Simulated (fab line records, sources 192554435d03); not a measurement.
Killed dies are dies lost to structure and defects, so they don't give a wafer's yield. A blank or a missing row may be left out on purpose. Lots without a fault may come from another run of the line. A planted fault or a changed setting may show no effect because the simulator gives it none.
A struck lot beside a sound one | flow n5_finfet | 27 steps out of a route of 1938
Sound: wafers L623.2, L623.5, L623.6. Struck: wafer L637.3. (L637.1, L637.4 of the same lot were not struck and are left out.) The cause comes at the end.
At each step with rows: each side's tool, then ch and its chambers, then its first start. Under that, the readings that differ: sound wafers | struck wafers | difference of the means | sigmas: that difference in standard deviations of wafers without a fault.
alike: readings whose means differ by less than 2 such deviations, and words and numbers that are the same on both sides. not compared: withheld readings, readings that some wafer has no value for, bounds like >300 that may hide the same value, and numbers for which the record gives no deviation and whose values overlap.
The two part at a step that has a row with sigmas, a row that says differs or no value, or rows on one side only. Numbers that don't overlap but have no deviation are shown without sigmas and don't part them. A reading that every wafer of one side lacks parts them only if that side has two wafers or more.

first, 8 steps without rows for these wafers: N5_BEOL_M15_SPUTTER_43 (material TaN, target thk 15 nm, time 24.19 s); N5_BEOL_M15_SPUTTER_44 (material Ta, target thk 15 nm, time 24.19 s); N5_BEOL_M15_SPUTTER_45 (material Cu, target thk 100 nm, time 16.67 s); N5_BEOL_M15_ECD_47 (material Cu, target thk 1860 nm); N5_BEOL_M15_ANNEAL_48 (time 90 s); N5_BEOL_M15_CMP_49 (polishes, stops on SiO2, t overpolish 4.9 s, target thk 850 nm); N5_BEOL_M15_PRE_CLEAN_52 (time 15 s); N5_BEOL_M15_DEP_53 (deposits SiCN from 3MS/NH3, target thk 50 nm, time 17.8 s).
N5_PASSIVATION_PECVD_00: deposits SiO2 from SiH4/N2O, target thk 200 nm, time 11.2 s.
  sound on pecvd-02 ch 1,2, day 13 11:03; struck on pecvd-02 ch 0, day 16 12:01
  reading                         | sound          | struck | difference | sigmas
  showerhead_plenum_p_Torr (Torr) | 7.91 7.91 8.11 | 8.22   | +0.24      | +3
  alike: heater_power_outer_w, heater_power_w, showerhead_vpp_V, susceptor_temp_C, throttle_valve_pct
then, 15 steps without rows for these wafers: N5_MIM_BOT_DEGAS_01 (time 60 s); N5_MIM_BOT_SPUTTER_00 (material TiN, target thk 35 nm, time 89.7 s); N5_MIM_TOP_ALD_00 (deposits Al2O3, purge time 3 s, co reactant pulse time 3 s); N5_MIM_TOP_ALD_01 (deposits HfO2, target thk 5.6 nm, pulse time 1 s, purge time 3 s); N5_MIM_TOP_ALD_02 (deposits Al2O3, purge time 3 s, co reactant pulse time 3 s); N5_MIM_TOP_DEGAS_04 (time 60 s); N5_MIM_TOP_SPUTTER_03 (material TiN, target thk 35 nm, time 89.7 s); N5_MIM_TOP_LITHO_HMDS_01 (time 60 s); N5_MIM_TOP_LITHO_COAT_02; N5_MIM_TOP_LITHO_EBR_04; N5_MIM_TOP_LITHO_SOFTBAKE_03 (time 90 s); N5_MIM_TOP_LITHO_EXPOSE_05 (exposes mask MIM TOP, target cd 2000 nm); N5_MIM_TOP_LITHO_PEB_06; N5_MIM_TOP_LITHO_DEVELOP_07 (develop time 60 s); N5_MIM_TOP_LITHO_HARDBAKE_09 (time 120 s).
N5_MIM_TOP_LITHO_INSPECT_12: inspects for defects (macro).
  sound on defect_inspect-02, day 13 14:58; struck on defect_inspect-02, day 16 16:35
  reading          | sound | struck | difference | sigmas
  raw_defect_count | 2 1 2 | >300   | differs    |
then, 1 step without rows for these wafers: N5_MIM_TOP_LITHO_DESCUM_10 (chemistry O2, time 7.9 s).
N5_PASSIVATION_PROBE_49:
  sound on prober-01, day 14 00:17; struck on prober-02, day 17 01:58
  reading                  | sound          | struck | difference | sigmas
  defect_limited_yield (%) | 92.9 90.8 89.2 | 85.2   | -5.8       | -4
  killed_at_other          | 2 2 2          | 110    | +108       | +33
  killed_dies              | 84 108 127     | 175    | +69        | +4
  killed_on_rim            | 17 12 15       | 23     | +8         | +2
  killed_open              | 61 74 76       | 43     | -27        | -2
  sort_bin_5_function (%)  | 4.2 5.3 6.1    | 9.7    | +4.5       | +5
  sort_n_pass              | 1096 1072 1053 | 1005   | -69        | -4
  sort_yield_pct (%)       | 92.9 90.8 89.2 | 85.2   | -5.8       | -4
  alike: killed_at_M0_to_M3, killed_at_M4_up, killed_at_contacts, killed_at_front_end, killed_short, sort_bin_6_memory

WHERE THEY PART
First at N5_PASSIVATION_PECVD_00; last, within this record, at N5_PASSIVATION_PROBE_49.

WHY: what the simulator had put in
Chamber particle source: pecvd-02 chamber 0, from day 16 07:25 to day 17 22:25, at N5_PASSIVATION_PECVD_00. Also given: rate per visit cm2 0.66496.
